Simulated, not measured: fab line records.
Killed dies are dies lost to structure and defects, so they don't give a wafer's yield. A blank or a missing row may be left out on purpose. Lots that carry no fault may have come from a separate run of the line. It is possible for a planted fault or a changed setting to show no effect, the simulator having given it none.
A lot that was struck, set against a sound lot / flow n5Finfet / 38 out of 1938 route steps
Sound: these wafers, L415.1, L415.2, L415.3. Struck: wafer L410.3 (left out: L410.5, L410.6 of the same lot, which were not struck); the cause appears at the end.
For every step that has rows: the tool of each side, followed by ch and its chambers, followed by its first start. Under that, the readings that differ: sound wafers / struck wafers / difference of the means / sigmas: that difference in standard deviations of wafers without a fault.
alike: readings with means less than 2 such deviations apart, plus words and numbers identical on both sides. not compared: withheld readings, readings lacking a value on some wafer, bounds such as >300 that could conceal the same value, and numbers that have no deviation in the record and whose values overlap.
The two part at a step that has a row with sigmas, a row that says differs or no value, or rows on one side only. Numbers that have no deviation but don't overlap get no sigmas and don't part them. Lack of a reading on every wafer of one side parts them only where that side has two or more wafers.

first, 9 steps without rows for these wafers: N5_BEOL_M4_ANNEAL_95 (time 240 s); N5_BEOL_M4_SPUTTER_96 (material Cu, target thk 4.5 nm, time 8.29 s); N5_BEOL_M4_ECD_50 (material Cu, target thk 300 nm); N5_BEOL_M4_ANNEAL_51 (time 90 s); N5_BEOL_M4_CMP_52 (polishes, stops on SiOC, t overpolish 6.8 s, target thk 40 nm); N5_BEOL_M4_PRE_CLEAN_60 (time 15 s); N5_BEOL_M4_CO_CAP_55 (material Co, precursor CCTBA/H2, target thk 2 nm, time 102.1 s); N5_BEOL_M4_PRE_CLEAN_56 (time 15 s); N5_BEOL_M4_DEP_57 (deposits SiCN from 3MS/NH3, target thk 8 nm, time 14 s).
N5_BEOL_M4_RC_MEAS_101:
  sound on prober-01 ch 0, day 12 03:27; struck on prober-01 ch 0, day 11 14:00
  alike: DIBL_N, DIBL_P, IOFF_N, IOFF_P, ION_N, ION_P, SS_N, SS_P, VT_N, VT_P
then, 24 steps without rows for these wafers: N5_BEOL_M5_ILD_DEP_00 (deposits SiCOH lowk from DEMS/porogen, target thk 140.64 nm, time 25.9 s); N5_BEOL_M5_CURE_79 (cures SiCOH lowk, time 240 s); N5_BEOL_M5_PECVD_70 (deposits SiO2 from TEOS/O2, target thk 16 nm, time 18 s); N5_BEOL_M5_HM_DEP_02 (deposits TiN, target thk 20 nm); N5_BEOL_M5_COAT_59 (time 60 s, resist thk 60 nm); N5_BEOL_M5_COAT_60 (time 60 s, resist thk 12 nm); N5_BEOL_M5_COAT_71 (time 60 s, resist thk 5 nm); N5_BEOL_M5_COAT_05 (resist thk 30 nm); N5_BEOL_M5_EBR_07; N5_BEOL_M5_SOFTBAKE_06 (time 60 s); N5_BEOL_M5_EXPOSE_08 (exposes mask M5, target cd 28 nm); N5_BEOL_M5_PEB_09 (peb time 60 s); N5_BEOL_M5_DEVELOP_10 (develop time 30 s); N5_BEOL_M5_DESCUM_16 (chemistry O2, time 7 s); N5_BEOL_M5_ETCH_72 (etches underlayer in N2/H2, target depth 6.5 nm, time 5.2 s); N5_BEOL_M5_ETCH_61 (etches SiARC in CF4, target depth 15.6 nm, time 26 s); N5_BEOL_M5_ETCH_62 (etches SOC in N2/H2, target depth 75 nm, overetch 15 nm, time 112.5 s); N5_BEOL_M5_STRIP_63 (strips in N2/H2); N5_BEOL_M5_STRIP_73 (strips in N2/H2); N5_BEOL_M5_STRIP_64 (strips in CF4); N5_BEOL_M5_HM_OPEN_17 (chemistry Cl2/BCl3, target TiN, target depth 20 nm, overetch 6 nm); N5_BEOL_M5_STRIP_19 (strips in O2); N5_BEOL_M5_COAT_65 (time 60 s, resist thk 60 nm); N5_BEOL_M5_COAT_66 (time 60 s, resist thk 12 nm).
-- the record jumps here: 3 days lie between the struck wafers' starts before and after (it left off in module BEOL_M5 and takes up again in module BEOL_M12, whose first step shown is number 1653 of the route) --
N5_BEOL_M12_CMP_49: polishes, stops on SiOC, t overpolish 20.6 s, target thk 320 nm.
  sound on cmp-01 ch 0,2,3, day 14 22:52; struck on cmp-04 ch 0, day 14 08:58
reading=barrierFieldEndpointS (s); sound=30.0 31.3 30.5; struck=62.6; difference=+32.0; sigmas=+44
reading=overpolishRunS (s); sound=20.585 20.601 20.603; struck=3.635; difference=-16.961; sigmas=-99 or more
  alike: motorCurrentA
N5_BEOL_M12_THK_MEAS_50: measures by xrf.
  sound: filmMetro-01 at day 14 23:07; struck: filmMetro-02 at day 14 09:08
reading=M12_THK (nm); sound=323 319 318; struck=614; difference=+294; sigmas=+49
N5_BEOL_M12_INSPECT_55: inspects for defects (darkfield).
  sound: defectInspect-01 at day 14 23:16; struck: defectInspect-02 at day 14 09:18
reading=rawDefectCount; sound=85 138 114; struck=4896; difference=+4784; sigmas=+99 or more
N5_PASSIVATION_PROBE_49:
  only the struck wafers here have rows in the record (prober-02, day 15 17:16); the sound ones have none

== WHERE THEY PART ==
Last at N5_PASSIVATION_PROBE_49 as far as this record goes, first at N5_BEOL_M12_CMP_49.

WHY: what the simulator had put in
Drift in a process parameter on cmp-04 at N5_BEOL_M12_CMP_49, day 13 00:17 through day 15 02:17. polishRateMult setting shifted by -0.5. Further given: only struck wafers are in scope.
